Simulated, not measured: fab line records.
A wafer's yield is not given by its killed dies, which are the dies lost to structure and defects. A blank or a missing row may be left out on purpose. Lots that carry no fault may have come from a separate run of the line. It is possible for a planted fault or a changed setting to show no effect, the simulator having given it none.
Split-lot study -- flow n5_finfet -- on a route of 1938 steps: 7 lots, 21 wafers read

== THE SPLIT ==
At N5_BEOL_M5_ETCH_72 (etches underlayer in N2/H2, target depth 6.5 nm, time 5.2 s), the setting source_w was moved away from the recipe's 840 W on 10 of the 21 wafers read, by -15.2% to +9.1%. For the rest of the wafers, this setting stayed at what the recipe calls for.

The split's own step is where the reading is taken.

== THE READING ==
rf_vpp_V, in V, at N5_BEOL_M5_ETCH_72 (etches underlayer in N2/H2, target depth 6.5 nm, time 5.2 s). Fault-free wafers of this fab line usually give 524.1 V, standard deviation 2.4 V.

wafer,"tool, chamber at the split","source_w as run, W",against the recipe,"rf_vpp_V, V",against lot-mates on the recipe
L078.1,"rie_diel-05, 3",840,recipe,526.5,-
L078.4,"rie_diel-05, 0",840,recipe,526.8,-
L078.6,"rie_diel-05, 2",840,recipe,524.7,-
L083.1,"rie_diel-01, 0",712.7,-15.2%,555.3,no lot-mate on the recipe
L083.2,"rie_diel-01, 1",712.7,-15.2%,553.8,no lot-mate on the recipe
L083.4,"rie_diel-01, 3",712.7,-15.2%,553.6,no lot-mate on the recipe
L089.3,"rie_diel-04, 1",880.2,+4.8%,516.4,-11.8
L089.4,"rie_diel-04, 0",840,recipe,528.2,-
L089.6,"rie_diel-04, 3",880.2,+4.8%,517.3,-10.9
L090.1,"rie_diel-05, 3",779.6,-7.2%,537.1,+12.2
L090.2,"rie_diel-05, 2",840,recipe,524.9,-
L090.5,"rie_diel-05, 1",779.6,-7.2%,534.5,+9.6
L092.2,"rie_diel-05, 0",840,recipe,527.6,-
L092.5,"rie_diel-05, 0",916.5,+9.1%,511.7,-15.9
L092.6,"rie_diel-05, 3",916.5,+9.1%,508.7,-18.9
L096.3,"rie_diel-05, 2",840,recipe,523.5,-
L096.4,"rie_diel-05, 2",881.8,+5.0%,515.5,-7.0
L096.6,"rie_diel-05, 1",840,recipe,521.4,-
L097.2,"rie_diel-04, 3",840,recipe,527.0,-
L097.3,"rie_diel-04, 1",840,recipe,525.9,-
L097.4,"rie_diel-04, 2",840,recipe,523.4,-

THE FIT
A straight line over all 21 wafers: rf_vpp_V changes by -1.81 V for each +1% of source_w; r = -0.99; the points scatter about the line by 2 V.
The same after taking each lot's own level away (the mean of its wafers on the recipe; 18 wafers): -1.79 V for each +1%; r = -0.98; scatter 1.7 V.
According to that fit, moving source_w by its largest amount changes the reading by 27 V.
From 522.45 to 528.20 V: that is the span of the lots' own levels, equal to 2.4 times the standard deviation above.
The two slopes agree, so the slope changes little with the lot-to-lot level.
Check: with one of the wafers moved furthest among these (+9.1%) left out of the fit, the line predicts -17.1 V for it against its lot-mates. Against them it came out at -15.9 V.
Tool readings at the split's step, against how far the setting was moved: rf_vpp_V r = -0.99.

== THE OTHER SPLITS THESE WAFERS WENT THROUGH ==
Other splits were also applied to these wafers ahead of the reading. Each is held against what the fit with the lots' levels taken away leaves over:
other split on the same wafers,wafers away from the commonest value,r with rf_vpp_V (lot level and that fit taken away)
N5_BEOL_M1_EXPOSE_25 dose_mj,6,-0.20
N5_BEOL_M1_ALD_98 ald_cycles,5,-0.15
N5_BEOL_M2_COAT_73 spin_rpm,6,-0.18
N5_BEOL_M2_DESCUM_16 time_s,10,+0.01
N5_BEOL_M3_TRENCH_ETCH_37 time_s,9,-0.27
N5_BEOL_M3_ETCH_41 target_depth_a,5,+0.18

== FILE'S OWN FIT ==
rf_vpp_V changes by -1.79 V for each +1% of source_w, r = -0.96.
